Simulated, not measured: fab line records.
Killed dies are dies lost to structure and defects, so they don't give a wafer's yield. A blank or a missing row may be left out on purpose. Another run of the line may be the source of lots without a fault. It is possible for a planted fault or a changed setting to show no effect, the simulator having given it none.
fab line records ; flow nandHarc
record lots=12; wafers=36; lastDay=34
route steps=1302 shown THIN_TSV@1291 END@1302
lots that met no fault: from a run of the same line without faults
startH: hours from the record's first day to the start of the lot's first wafer shown ; waitH: hours from the lot's prior step to this one ; " as in the row above ; L1.1+2: one row covering several wafers at once ; - value missing, or start not given ; * or withheld: withheld ; < > ~ a bound
route shown NAME@n: names a module that has steps shown in the file, with the first one's number in the route ; usual: mean/standard deviation of fault-free wafers ; same: alike in all rows ; chamber/n: place in a boat ; sites: the reading at each site ; _std_site: the standard deviation of these ; _edge_site: outer sites' mean less inner sites' ; radiusMm: for every site, how far away it sits from the centre of the wafer ; mask NAME#n: copy n ; behind: the tool/chamber that last shaped the wafer ; hold: why the lot was held/for how many hours/how that ended ; device: names the non-switching transistor (n, p or np) ; end of line: the route-end tests of the same wafers ; a step with no rows: only its recipe ; killed: not the wafer's yield, but the dies lost to structure and defects at the first sort ; map: a wafer's dies, marking killed ones x, the rest . and places with no die _
set.NAME: the setting the step ran with; set.NAME@STEP: the setting that earlier step ran with ; model.NAME: the simulator's own value behind a step, which no gauge read
the route's steps for a sample of lots (tables are steps, rows are wafers)
services: a tool's chamber out of use, with start hour (startH, from the record's first day; less than 0 if before it), hours out, and reason
## steps
# step NHARC_THIN_TSV_CD_MEAS_33
# recipe targetCdNm=5000; landingEnergyEv=500
# usual cdNm=4999.2/1.8
lot.wafer;tool;chamber;startH;waitH;cdNm
L159.1;cdSem-01;0;578.50;-;5001.4
L159.2;cdSem-01;0;578.50;-;5000.5
L159.4;cdSem-01;0;578.50;-;5001.5
L161.2;cdSem-02;0;588.41;-;4999.1
L161.3;cdSem-02;0;588.41;-;4997.9
L161.6;cdSem-02;0;588.41;-;4998.2
L163.3;cdSem-01;0;613.29;-;4996.7
L163.4;cdSem-01;0;613.29;-;4996.8
L163.6;cdSem-01;0;613.29;-;4999.7
L165.2;cdSem-03;0;639.53;-;5003.3
L165.5;cdSem-03;0;639.53;-;5000.4
L165.6;cdSem-03;0;639.53;-;5000.7
L166.1;cdSem-02;0;641.14;-;5001.8
L166.4;cdSem-02;0;641.14;-;5002.1
L166.6;cdSem-02;0;641.14;-;4999.3
L168.2;cdSem-03;0;659.14;-;4997.6
L168.3;cdSem-03;0;659.14;-;4999.9
L168.5;cdSem-03;0;659.14;-;5000.1
L173.1;cdSem-03;0;711.58;-;5002.6
L173.2;cdSem-03;0;711.58;-;5002.9
L173.6;cdSem-03;0;711.58;-;5000.1
L172.2;cdSem-02;0;712.77;-;4998.3
L172.3;cdSem-02;0;712.77;-;4998.3
L172.6;cdSem-02;0;712.77;-;4996.3
L175.1;cdSem-03;0;732.28;-;4997.6
L175.2;cdSem-03;0;732.28;-;4998.1
L175.6;cdSem-03;0;732.28;-;5000.5
L180.2;cdSem-02;0;784.94;-;5000.7
L180.5;cdSem-02;0;784.94;-;5001.1
L180.6;cdSem-02;0;784.94;-;5000.7
L177.1;cdSem-03;0;785.99;-;5001.7
L177.2;cdSem-03;0;785.99;-;5000.1
L177.5;cdSem-03;0;785.99;-;4999.2
L179.1;cdSem-02;0;797.02;-;5000.5
L179.3;cdSem-02;0;797.02;-;4998.7
L179.4;cdSem-02;0;797.02;-;4998.8
# step NHARC_THIN_TSV_ETCH_59
# recipe targetDepthA=8800; icpW=900; biasW=100; Cl2_flow_sccm=60; bcl3FlowSccm=30; timeS=138.1; chemistry=Cl2/BCl3
# usual drypumpMotorCurrentA=5.6/0.6; oesProductAu=0.997/0.0085; runLengthS=159.21/0.28; throttleValvePct=22.265/0.0098
lot.wafer;tool;chamber;startH;waitH;drypumpMotorCurrentA;oesProductAu;rfHoursCounterH;runLengthS;throttleValvePct
L159.2;rieMetal-02;0;578.79;0.1;5.7;0.990;2.1;159.15;22.271
L159.1;rieMetal-02;1;578.79;0.1;6.6;1.004;2.1;159.14;22.258
L159.4;rieMetal-02;1;578.79;0.1;6.6;0.996;-;158.93;22.266
L161.2;rieMetal-02;0;588.69;0.1;5.7;0.998;2.4;159.52;22.266
L161.3;rieMetal-02;0;588.69;0.1;5.8;0.990;-;159.15;22.279
L161.6;rieMetal-02;0;588.69;0.1;5.8;0.997;-;159.21;22.276
L163.3;rieMetal-02;0;613.64;0.2;5.8;0.984;-;160.03;22.256
L163.4;rieMetal-02;1;613.64;0.2;6.6;0.986;-;159.01;22.261
L163.6;rieMetal-02;0;613.64;0.2;5.8;0.985;-;159.66;22.278
L165.2;rieMetal-03;1;639.85;0.1;5.8;0.990;1.9;159.27;22.265
L165.5;rieMetal-03;0;639.85;0.1;4.9;0.991;-;159.17;22.263
L165.6;rieMetal-03;1;639.85;0.1;5.8;1.003;-;159.00;22.254
L166.1;rieMetal-02;0;641.46;0.1;5.8;0.994;0.0;159.21;22.258
L166.4;rieMetal-02;0;641.46;0.1;5.8;0.996;-;159.14;22.270
L166.6;rieMetal-02;0;641.46;0.1;5.8;0.997;-;159.59;22.262
L168.2;rieMetal-03;1;659.46;0.1;5.7;0.995;2.3;159.37;22.257
L168.3;rieMetal-03;1;659.46;0.1;5.8;0.997;-;159.19;22.244
L168.5;rieMetal-03;1;659.46;0.1;5.8;0.994;-;159.20;22.265
L173.2;rieMetal-02;1;711.90;0.1;6.6;1.000;1.3;158.83;22.252
L173.1;rieMetal-02;0;711.90;0.1;5.7;0.983;1.3;159.70;22.263
L173.6;rieMetal-02;1;711.90;0.1;6.6;0.988;-;159.11;22.274
L172.2;rieMetal-03;0;713.09;0.1;4.9;1.005;0.1;158.90;22.250
L172.3;rieMetal-03;1;713.09;0.1;5.8;1.002;-;159.01;22.259
L172.6;rieMetal-03;0;713.09;0.1;4.9;1.006;-;159.64;22.269
L175.2;rieMetal-02;0;732.57;0.1;5.8;0.978;1.9;159.29;22.285
L175.1;rieMetal-02;1;732.57;0.1;6.6;1.001;1.5;159.20;22.276
L175.6;rieMetal-02;0;732.57;0.1;5.8;0.986;-;159.24;22.264
L180.2;rieMetal-03;0;785.22;0.1;4.9;1.005;1.5;159.11;22.252
L180.5;rieMetal-03;0;785.22;0.1;4.9;1.016;-;158.92;22.281
L180.6;rieMetal-03;1;785.22;0.1;5.8;1.017;-;159.27;22.259
L177.1;rieMetal-03;0;786.27;0.1;4.9;0.994;1.7;159.16;22.272
L177.2;rieMetal-03;1;786.27;0.1;5.8;1.000;1.7;159.50;22.249
L177.5;rieMetal-03;1;786.27;0.1;5.8;0.999;-;159.35;22.264
L179.1;rieMetal-02;0;797.31;0.1;5.7;0.991;3.0;159.14;22.262
L179.3;rieMetal-02;0;797.31;0.1;5.8;0.996;-;159.20;22.259
L179.4;rieMetal-02;1;797.31;0.1;6.6;1.000;-;159.31;22.254
# step NHARC_THIN_TSV_ETCH_36
# recipe targetDepthA=650; overEtchFrac=0.3; timeS=18.571; ionEnergyEv=150; chemistry=Cl2/BCl3
# usual drypumpMotorCurrentA=5.6/0.6; oesProductAu=0.997/0.0078; runLengthS=39.63/0.27
lot.wafer;tool;chamber;startH;waitH;drypumpMotorCurrentA;oesProductAu;rfHoursCounterH;runLengthS
L159.1;rieMetal-02;1;579.04;0.2;6.6;0.997;2.3;39.31
L159.2;rieMetal-02;0;579.04;0.2;5.7;1.006;2.3;39.75
L159.4;rieMetal-02;1;579.04;0.2;6.6;0.999;-;39.58
L161.2;rieMetal-02;1;588.96;0.2;6.6;1.006;2.5;39.47
L161.3;rieMetal-02;0;588.96;0.2;5.8;0.997;-;39.88
L161.6;rieMetal-02;1;588.96;0.2;6.6;0.999;-;39.45
L163.3;rieMetal-02;1;613.84;0.2;6.6;0.989;-;40.07
L163.4;rieMetal-02;0;613.84;0.2;5.8;1.001;-;40.21
L163.6;rieMetal-02;0;613.84;0.2;5.8;0.994;-;39.89
L165.2;rieMetal-03;0;640.07;0.2;4.9;0.991;2.0;39.98
L165.5;rieMetal-03;0;640.07;0.2;4.9;0.992;-;39.68
L165.6;rieMetal-03;1;640.07;0.2;5.7;1.007;-;39.63
L166.1;rieMetal-02;1;641.68;0.2;6.6;0.995;0.2;39.61
L166.4;rieMetal-02;1;641.68;0.2;6.6;0.999;-;39.68
L166.6;rieMetal-02;0;641.68;0.2;5.8;0.995;-;39.65
L168.2;rieMetal-03;1;659.69;0.2;5.8;0.991;2.5;39.47
L168.3;rieMetal-03;1;659.69;0.2;5.8;0.999;-;39.45
L168.5;rieMetal-03;1;659.69;0.2;5.8;0.999;-;39.73
L173.2;rieMetal-02;1;712.16;0.2;6.6;1.001;1.4;39.74
L173.1;rieMetal-02;0;712.16;0.2;5.8;0.994;1.4;35.32
L173.6;rieMetal-02;0;712.16;0.2;5.8;1.001;-;35.08
L172.2;rieMetal-03;0;713.31;0.2;4.9;1.007;0.2;40.20
L172.3;rieMetal-03;1;713.31;0.2;5.8;0.998;-;39.64
L172.6;rieMetal-03;0;713.31;0.2;4.9;0.988;-;39.46
L175.1;rieMetal-02;1;732.83;0.2;6.6;0.999;1.6;39.31
L175.2;rieMetal-02;0;732.83;0.2;5.7;0.982;2.1;35.01
L175.6;rieMetal-02;1;732.83;0.2;6.6;1.002;-;39.46
L180.2;rieMetal-03;1;785.48;0.2;5.8;1.005;1.6;39.61
L180.5;rieMetal-03;0;785.48;0.2;4.9;0.999;-;39.46
L180.6;rieMetal-03;1;785.48;0.2;5.7;0.998;-;40.09
L177.2;rieMetal-03;1;786.53;0.2;5.8;0.994;1.8;39.82
L177.1;rieMetal-03;0;786.53;0.2;4.9;0.999;1.8;39.60
L177.5;rieMetal-03;1;786.53;0.2;5.8;1.005;-;39.45
L179.1;rieMetal-02;0;797.57;0.2;5.7;0.988;3.2;39.71
L179.3;rieMetal-02;1;797.57;0.2;6.6;1.003;-;39.26
L179.4;rieMetal-02;0;797.57;0.2;5.7;0.992;-;39.80
# step NHARC_THIN_TSV_INSPECT_40
# usual rawDefectCount=582/100
lot.wafer;tool;chamber;startH;waitH;rawDefectCount
L159.1;defectInspect-02;-;582.17;0.4;746
L159.2;defectInspect-02;-;582.17;0.4;591
L159.4;defectInspect-02;-;582.17;0.4;549
L161.2;defectInspect-02;-;594.34;0.4;678
L161.3;defectInspect-02;-;594.34;0.4;699
L161.6;defectInspect-02;-;594.34;0.4;614
L163.3;defectInspect-02;-;619.22;0.4;494
L163.4;defectInspect-02;-;619.22;0.4;707
L163.6;defectInspect-02;-;619.22;0.4;608
L165.2;defectInspect-01;-;644.04;0.4;534
L165.5;defectInspect-01;-;644.04;0.4;452
L165.6;defectInspect-01;-;644.04;0.4;502
L166.1;defectInspect-01;-;647.52;0.4;660
L166.4;defectInspect-01;-;647.52;0.4;542
L166.6;defectInspect-01;-;647.52;0.4;520
L168.2;defectInspect-02;-;666.68;0.4;520
L168.3;defectInspect-02;-;666.68;0.4;504
L168.5;defectInspect-02;-;666.68;0.4;511
L173.1;defectInspect-01;-;717.70;0.4;573
L173.2;defectInspect-01;-;717.70;0.4;615
L173.6;defectInspect-01;-;717.70;0.4;484
L172.2;defectInspect-02;-;717.70;0.4;565
L172.3;defectInspect-02;-;717.70;0.4;610
L172.6;defectInspect-02;-;717.70;0.4;715
L175.1;defectInspect-02;-;738.31;0.4;680
L175.2;defectInspect-02;-;738.31;0.4;943
L175.6;defectInspect-02;-;738.31;0.4;799
L179.1;defectInspect-01;-;802.98;0.4;640
L179.3;defectInspect-01;-;802.98;0.4;553
L179.4;defectInspect-01;-;802.98;0.4;605
L180.2;defectInspect-02;-;802.98;0.4;513
L180.5;defectInspect-02;-;802.98;0.4;516
L180.6;defectInspect-02;-;802.98;0.4;497
L177.1;defectInspect-02;-;802.98;0.4;512
L177.2;defectInspect-02;-;802.98;0.4;464
L177.5;defectInspect-02;-;802.98;0.4;491
# step NHARC_END_SORT_01
# recipe tempC=25
# usual defectLimitedYield=91.5/2.4; killedAtArray=52/17; killedAtOther=0.9/1.2; killedAtPeriphery=3.9/2.7; killedDies=57/16; killedOpen=3.3/1.9; killedShort=2.5/1.5; sort_bin_2_pct=3.0/1.2; sort_bin_3_pct=0.6/0.34; sort_bin_4_pct=4.8/1.3; sortNPass=620/16; sortRimYieldPct=89/4.3; sortYieldPct=91.5/2.4
# same grossDies=677; sort_bin_5_pct[%]=0; sort_bin_6_pct[%]=0; sort_bin_7_pct[%]=0; sort_bin_8_pct[%]=0; sortRimNGross=106.00
lot.wafer;tool;chamber;startH;waitH;defectLimitedYield[%];killedAtArray;killedAtOther;killedAtPeriphery;killedDies;killedOpen;killedShort;sort_bin_2_pct[%];sort_bin_3_pct[%];sort_bin_4_pct[%];sortNPass;sortRimYieldPct[%];sortYieldPct[%]
L161.2;prober-01;0;598.20;2.8;92.6;50;0;0;50;2;1;3.0;0.3;4.1;627;94;92.6
L161.3;prober-01;0;599.00;3.1;89.5;66;0;5;71;4;6;3.8;1.0;5.6;606;92;89.5
L161.6;prober-01;0;601.39;4.0;89.5;68;2;1;71;2;4;4.7;0.3;5.5;606;84;89.5
L165.2;prober-02;0;647.85;2.8;93.9;40;0;1;41;1;2;1.9;0.3;3.8;636;88;93.9
L165.5;prober-02;0;650.24;3.7;95.6;27;0;3;30;2;3;1.8;0.1;2.5;647;89;95.6
L165.6;prober-02;0;651.03;4.0;93.1;44;1;2;47;2;3;2.2;0.3;4.4;630;89;93.1
L173.1;prober-01;0;720.71;2.5;92.9;42;2;4;48;3;5;1.9;0.6;4.6;629;87;92.9
L173.2;prober-01;0;721.50;2.8;91.0;54;1;6;61;6;2;3.7;0.6;4.7;616;85;91.0
L173.6;prober-01;0;724.70;4.0;93.8;39;0;3;42;3;0;1.9;0.1;4.1;635;91;93.8
L172.2;prober-02;0;721.63;2.8;93.9;38;1;2;41;3;2;2.1;0.7;3.2;636;91;93.9
L172.3;prober-02;0;722.44;3.2;91.4;49;0;9;58;4;0;3.1;0.1;5.3;619;85;91.4
L172.6;prober-02;0;724.87;4.1;94.8;31;1;3;35;5;2;1.6;0.7;2.8;642;90;94.8
L177.1;prober-02;0;806.04;2.5;92.9;42;0;6;48;1;3;2.1;0.7;4.3;629;90;92.9
L177.2;prober-02;0;806.83;2.8;92.8;44;0;5;49;1;2;2.2;0.6;4.4;628;88;92.8
L177.5;prober-02;0;809.21;3.7;93.2;40;0;6;46;3;1;2.4;0.4;4.0;631;91;93.2
# killed by level:class
L161.2 A_CHANNEL_HOLE_D2:chamberFilmFlake=32 A_SLIT:chamberFilmFlake=9 A_CHANNEL_FILL_D2:chamberFilmFlake=2 A_DECK1_JOINT:geometricParticle:open=1 A_BLC:geometricParticle:short=1 A_M1:geometricParticle:open=1 A_ZERO_WELL:chamberFilmFlake=1 A_STAIRCASE:chamberFilmFlake=1
L161.3 A_CHANNEL_HOLE_D2:chamberFilmFlake=31 A_SLIT:chamberFilmFlake=28 A_WL_FILL:geometricParticle:short=3 P_M0:geometricParticle:open=2 P_GATE:geometricParticle:short=1 P_M1:geometricParticle:short=1 A_CHANNEL_HOLE_D1:geometricParticle:open=1 A_BLC:geometricParticle:short=1
L161.6 A_SLIT:chamberFilmFlake=31 A_CHANNEL_HOLE_D2:chamberFilmFlake=27 STARTING-WAFER:geometricParticle:short=2 A_CHANNEL_HOLE_D1:chamberFilmFlake=2 A_CONTACT:chamberFilmFlake=2 P_M0:geometricParticle:short=1 A_DECK1_JOINT:geometricParticle:open=1 A_DECK1_JOINT:geometricParticle:short=1
L165.2 A_CHANNEL_HOLE_D2:chamberFilmFlake=13 A_SLIT:chamberFilmFlake=10 A_CONTACT:chamberFilmFlake=9 A_CHANNEL_HOLE_D1:chamberFilmFlake=3 P_M0:geometricParticle:open=1 A_ONON_D2:geometricParticle:short=1 A_CHANNEL_FILL_D2:geometricParticle:short=1 A_CHANNEL_FILL_D1:chamberFilmFlake=1
L165.5 A_SLIT:chamberFilmFlake=10 A_CHANNEL_HOLE_D2:chamberFilmFlake=5 A_CONTACT:chamberFilmFlake=4 A_DECK1_JOINT:chamberFilmFlake=2 P_M0:geometricParticle:open=1 P_M0:geometricParticle:short=1 A_ONON_D1:geometricParticle:open=1 A_CHANNEL_FILL_D1:geometricParticle:short=1
L165.6 A_SLIT:chamberFilmFlake=23 A_CHANNEL_HOLE_D2:chamberFilmFlake=6 A_CONTACT:chamberFilmFlake=5 A_CHANNEL_HOLE_D1:chamberFilmFlake=3 A_STAIRCASE:chamberFilmFlake=2 A_DECK1_JOINT:geometricParticle:short=1 A_CHANNEL_FILL_D2:geometricParticle:open=1 A_SLIT:geometricParticle:short=1
L173.1 A_STAIRCASE:chamberFilmFlake=9 A_CHANNEL_HOLE_D2:chamberFilmFlake=8 A_CHANNEL_HOLE_D1:chamberFilmFlake=5 A_CONTACT:chamberFilmFlake=5 A_SLIT:chamberFilmFlake=4 A_BONDPAD:chamberFilmFlake=3 A_CHANNEL_FILL_D1:geometricParticle:open=2 THIN_TSV:chamberFilmFlake=2
L173.2 A_CHANNEL_HOLE_D2:chamberFilmFlake=23 A_STAIRCASE:chamberFilmFlake=7 A_CHANNEL_HOLE_D1:chamberFilmFlake=4 A_SLIT:chamberFilmFlake=4 A_CONTACT:chamberFilmFlake=4 P_GATE:chamberFilmFlake=3 A_ONON_D2:geometricParticle:open=2 A_BLC:geometricParticle:open=2
L172.2 A_SLIT:chamberFilmFlake=27 A_STAIRCASE:chamberFilmFlake=3 A_CHANNEL_HOLE_D1:chamberFilmFlake=2 P_CONTACT:geometricParticle:short=1 P_M0:geometricParticle:open=1 A_CHANNEL_FILL_D1:geometricParticle:open=1 A_ONON_D2:geometricParticle:short=1 A_CONTACT:geometricParticle:open=1
L172.3 A_SLIT:chamberFilmFlake=27 A_STAIRCASE:chamberFilmFlake=8 P_BONDPAD:chamberFilmFlake=7 A_CHANNEL_HOLE_D1:chamberFilmFlake=4 A_CONTACT:chamberFilmFlake=3 P_ZERO_WELL:chamberFilmFlake=2 A_BONDPAD:chamberFilmFlake=2 A_SOURCE_PLATE:geometricParticle:open=1
L173.6 A_CONTACT:chamberFilmFlake=8 A_SLIT:chamberFilmFlake=8 A_CHANNEL_HOLE_D2:chamberFilmFlake=6 A_STAIRCASE:chamberFilmFlake=5 A_SGD_CUT:chamberFilmFlake=3 A_CHANNEL_HOLE_D1:chamberFilmFlake=2 A_WL_FILL:chamberFilmFlake=2 A_BONDPAD:chamberFilmFlake=2
L172.6 A_SLIT:chamberFilmFlake=12 A_STAIRCASE:chamberFilmFlake=6 P_BONDPAD:chamberFilmFlake=3 A_CONTACT:chamberFilmFlake=3 A_ONON_D2:geometricParticle:open=2 A_ZERO_WELL:chamberFilmFlake=2 A_ONON_D1:geometricParticle:short=1 A_CHANNEL_FILL_D1:geometricParticle:open=1
L177.1 A_CHANNEL_HOLE_D1:chamberFilmFlake=15 A_CHANNEL_HOLE_D2:chamberFilmFlake=10 A_SLIT:chamberFilmFlake=8 P_CONTACT:chamberFilmFlake=5 A_SGD_CUT:chamberFilmFlake=2 A_WL_FILL:chamberFilmFlake=2 P_M2:geometricParticle:short=1 A_SOURCE_PLATE:geometricParticle:short=1
L177.2 A_CHANNEL_HOLE_D2:chamberFilmFlake=25 A_SLIT:chamberFilmFlake=8 A_CHANNEL_HOLE_D1:chamberFilmFlake=5 P_CONTACT:chamberFilmFlake=3 A_WL_FILL:chamberFilmFlake=2 A_ONON_D1:geometricParticle:short=1 A_SGD_CUT:geometricParticle:short=1 A_M0:geometricParticle:open=1
L177.5 A_CHANNEL_HOLE_D2:chamberFilmFlake=18 A_SLIT:chamberFilmFlake=11 A_CHANNEL_HOLE_D1:chamberFilmFlake=6 P_CONTACT:chamberFilmFlake=4 P_M0:geometricParticle:open=1 A_DECK1_JOINT:geometricParticle:open=1 A_M1:geometricParticle:open=1 A_M1:geometricParticle:short=1
## services
tool;chamber;startH;hours;kind
rieMetal-02;-;631.00;9.0;pm
rieMetal-02;0;631.00;9.0;ventCycle
rieMetal-02;1;631.00;9.0;ventCycle
rieMetal-02;0;640.00;-;clean
rieMetal-02;1;640.00;-;clean
rieMetal-03;-;696.00;9.0;pm
rieMetal-03;0;696.00;9.0;ventCycle
rieMetal-03;1;696.00;9.0;ventCycle
rieMetal-03;0;705.00;-;clean
rieMetal-03;1;705.00;-;clean
rieMetal-02;1;717.95;10.7;repair
## key
firstSign step=NHARC_THIN_TSV_ETCH_36; reading=runLengthS; direction=down; sigmas=17; usual=*; struck=*
effect none on later readings
metAt NHARC_THIN_TSV_ETCH_36
struckLots L173,L175
struckWafers L173.1,L173.6,L175.2
notActingAt NHARC_THIN_TSV_CD_MEAS_33,NHARC_THIN_TSV_ETCH_59,NHARC_THIN_TSV_INSPECT_40
onsetBetween 641.68 712.16
fault kind=processParameterDrift; tool=rieMetal-02; chamber=0; onsetH=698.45; steps=NHARC_THIN_TSV_ETCH_36; channel=timeS; offset=*; shape=step; endH=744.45; actsIn=*; stated=*
